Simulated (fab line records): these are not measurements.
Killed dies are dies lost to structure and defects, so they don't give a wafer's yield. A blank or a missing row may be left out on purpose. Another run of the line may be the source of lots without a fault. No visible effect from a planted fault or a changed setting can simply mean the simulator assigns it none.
Matching of chambers / flow n5Finfet / N5_MOL_CONTACT_COAG_ALD_20 on aldMetal-01: 4 sister chambers
The step deposits TiN, target thk 1.5 nm, pulse time 1 s, purge time 3 s. 14 wafers are shown with their chamber, then 7 later ones without.

## WAFERS WITH THEIR CHAMBER
wafer=L074.4; chamber=1; heaterPowerW (W)=806; precursorPulseHeightRel=0.988
wafer=L074.5; chamber=0; heaterPowerW (W)=842; precursorPulseHeightRel=0.990
wafer=L074.6; chamber=3; heaterPowerW (W)=888; precursorPulseHeightRel=1.013
wafer=L082.1; chamber=1; heaterPowerW (W)=795; precursorPulseHeightRel=1.015
wafer=L082.4; chamber=3; heaterPowerW (W)=908; precursorPulseHeightRel=0.993
wafer=L082.6; chamber=0; heaterPowerW (W)=852; precursorPulseHeightRel=1.009
wafer=L084.1; chamber=2; heaterPowerW (W)=960; precursorPulseHeightRel=1.017
wafer=L084.2; chamber=0; heaterPowerW (W)=827; precursorPulseHeightRel=1.020
wafer=L084.4; chamber=1; heaterPowerW (W)=814; precursorPulseHeightRel=1.018
wafer=L086.1; chamber=0; heaterPowerW (W)=829; precursorPulseHeightRel=1.033
wafer=L086.3; chamber=2; heaterPowerW (W)=974; precursorPulseHeightRel=1.002
wafer=L086.4; chamber=3; heaterPowerW (W)=899; precursorPulseHeightRel=1.020
wafer=L088.3; chamber=2; heaterPowerW (W)=952; precursorPulseHeightRel=0.996
wafer=L088.5; chamber=2; heaterPowerW (W)=958; precursorPulseHeightRel=1.015

SIGNATURES (averages over the wafers above)
reading=heaterPowerW; chamber 0=837.50; chamber 1=805.00; chamber 2=961.00; chamber 3=898.33; scatter within a chamber=10.3
reading=precursorPulseHeightRel; chamber 0=1.01300; chamber 1=1.00700; chamber 2=1.00750; chamber 3=1.00867; scatter within a chamber=0.015
Rule: a wafer lies at a distance from a chamber equal to the root of the sum of squares, over the readings, of (its reading less the chamber's mean, divided by the reading's scatter). The wafer belongs to the nearest chamber; if the next one is less than 2 further off, it can't be placed. The scatter: take each reading less its chamber's mean, square it, sum over the shown wafers, divide by the number of wafers less the number of chambers, and take the root.

## WAFERS WITHOUT THEIR CHAMBER
wafer=L088.6; heaterPowerW (W)=890; precursorPulseHeightRel=0.997
wafer=L090.3; heaterPowerW (W)=815; precursorPulseHeightRel=0.960
wafer=L090.5; heaterPowerW (W)=821; precursorPulseHeightRel=0.993
wafer=L090.6; heaterPowerW (W)=860; precursorPulseHeightRel=1.015
wafer=L094.1; heaterPowerW (W)=809; precursorPulseHeightRel=0.987
wafer=L094.2; heaterPowerW (W)=975; precursorPulseHeightRel=1.022
wafer=L094.6; heaterPowerW (W)=958; precursorPulseHeightRel=1.024

## EACH ONE'S CHAMBER
wafer=L088.6; from the rows above=3; in truth=3
wafer=L090.3; from the rows above=can't be placed: 1 or 0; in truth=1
wafer=L090.5; from the rows above=can't be placed: 1 or 0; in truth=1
wafer=L090.6; from the rows above=can't be placed: 0 or 3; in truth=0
wafer=L094.1; from the rows above=can't be placed: 1 or 0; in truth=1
wafer=L094.2; from the rows above=2; in truth=2
wafer=L094.6; from the rows above=2; in truth=2
Correct placement for 3 of the 7. From these rows, 4 cannot be placed; in 4 the true chamber is one of the candidates. Number placed wrongly: 0.
